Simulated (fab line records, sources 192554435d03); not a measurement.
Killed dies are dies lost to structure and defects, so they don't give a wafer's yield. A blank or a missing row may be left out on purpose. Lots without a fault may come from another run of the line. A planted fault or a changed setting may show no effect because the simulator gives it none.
Split-lot experiment | flow n5_finfet | 7 lots, 21 wafers read, on a route of 1938 steps

THE SPLIT
At N5_BEOL_M7_COAT_05 (resist thk 90 nm), the setting spin_rpm was moved away from the recipe's 1500 rpm on 8 of the 21 wafers read, by -10.9% to +8.5%. The other wafers ran this setting at the recipe's value.

FROM THE SPLIT TO THE READING: what the file shows between them, 4 steps
- N5_BEOL_M7_EBR_07
- N5_BEOL_M7_SOFTBAKE_06: time 60 s
- N5_BEOL_M7_EXPOSE_08: exposes mask M7
- N5_BEOL_M7_PEB_09: peb time 60 s

THE READING
CAR-ArF_of_BEOL_M7_COAT_05.thk_nm (the simulator's own value, which no gauge read), in nm, at N5_BEOL_M7_DEVELOP_10 (develop time 30 s). The file gives no usual value for it. The 13 wafers here that ran the recipe average 88.5 nm, standard deviation 0.2 nm.

wafer  | tool, chamber at the split | spin_rpm as run, rpm | against the recipe | CAR-ArF_of_BEOL_M7_COAT_05.thk_nm, nm | against lot-mates on the recipe
L077.1 | litho_track-05, 0          | 1566                 | +4.4%              | 86.2                                  | no lot-mate on the recipe
L077.3 | litho_track-05, 0          | 1566                 | +4.4%              | 86.4                                  | no lot-mate on the recipe
L077.5 | litho_track-05, 0          | 1566                 | +4.4%              | 86.6                                  | no lot-mate on the recipe
L082.1 | litho_track-05, 0          | 1347                 | -10.2%             | 93                                    | +4.6
L082.3 | litho_track-05, 0          | 1500                 | recipe             | 88.4                                  | -
L082.5 | litho_track-05, 0          | 1500                 | recipe             | 88.4                                  | -
L087.2 | litho_track-02, 0          | 1500                 | recipe             | 88.6                                  | -
L087.5 | litho_track-02, 0          | 1500                 | recipe             | 88.6                                  | -
L087.3 | litho_track-02, 0          | 1500                 | recipe             | 89                                    | -
L092.3 | litho_track-05, 0          | 1500                 | recipe             | 88.4                                  | -
L092.4 | litho_track-05, 0          | 1627                 | +8.5%              | 85                                    | -3.5
L092.6 | litho_track-05, 0          | 1500                 | recipe             | 88.6                                  | -
L094.1 | litho_track-05, 0          | 1500                 | recipe             | 88.4                                  | -
L094.3 | litho_track-05, 0          | 1500                 | recipe             | 88.4                                  | -
L094.4 | litho_track-05, 0          | 1500                 | recipe             | 88.4                                  | -
L095.1 | litho_track-01, 0          | 1500                 | recipe             | 88.2                                  | -
L095.3 | litho_track-01, 0          | 1500                 | recipe             | 88.2                                  | -
L095.2 | litho_track-01, 0          | 1582                 | +5.5%              | 86                                    | -2.2
L097.3 | litho_track-01, 0          | 1337                 | -10.9%             | 93.8                                  | +5.2
L097.6 | litho_track-01, 0          | 1337                 | -10.9%             | 93.8                                  | +5.2
L097.4 | litho_track-01, 0          | 1500                 | recipe             | 88.6                                  | -

THE FIT
A straight line over all 21 wafers: CAR-ArF_of_BEOL_M7_COAT_05.thk_nm changes by -0.464 nm for each +1% of spin_rpm; r = -1.00; the points scatter about the line by 0.23 nm.
The same after taking each lot's own level away (the mean of its wafers on the recipe; 18 wafers): -0.454 nm for each +1%; r = -1.00; scatter 0.16 nm.
On that fit, the largest move of spin_rpm shifts the reading by 4.9 nm.
The lots' own levels span 88.20 to 88.73 nm, that is 2.7 times the standard deviation above.
So the lot-to-lot level changes the slope little: the two slopes agree.
Check: with one of the wafers moved furthest among these (-10.9%) left out of the fit, the line predicts +4.91 nm for it against its lot-mates. It came out at +5.2 nm against them.

OTHER SPLITS ON THESE WAFERS
These wafers also went through other splits before the reading. Each is held against what the fit with the lots' levels taken away leaves over:
other split on the same wafers   | wafers away from the commonest value | r with CAR-ArF_of_BEOL_M7_COAT_05.thk_nm (lot level and that fit taken away)
N5_BEOL_M6_TRENCH_ETCH_37 time_s | 6                                    | +0.41
N5_BEOL_M7_COAT_59 spin_rpm      | 8                                    | +0.10

THE WHOLE CHAIN: every reading that the file lists as answering this split, in the file's order
step                  | what it does      | reading                                                                            | change (the file's fit)               | r (the file's)
N5_BEOL_M7_COAT_05    | resist thk 90 nm  | CAR-ArF_of_BEOL_M7_COAT_05.thk_nm (the simulator's own value, which no gauge read) | -0.461 nm for each +1% of the setting | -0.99
N5_BEOL_M7_DEVELOP_10 | develop time 30 s | CAR-ArF_of_BEOL_M7_COAT_05.thk_nm (the simulator's own value, which no gauge read) | -0.448 nm for each +1% of the setting | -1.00

THE FILE'S OWN FIT
CAR-ArF_of_BEOL_M7_COAT_05.thk_nm changes by -0.448 nm for each +1% of spin_rpm, r = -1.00.
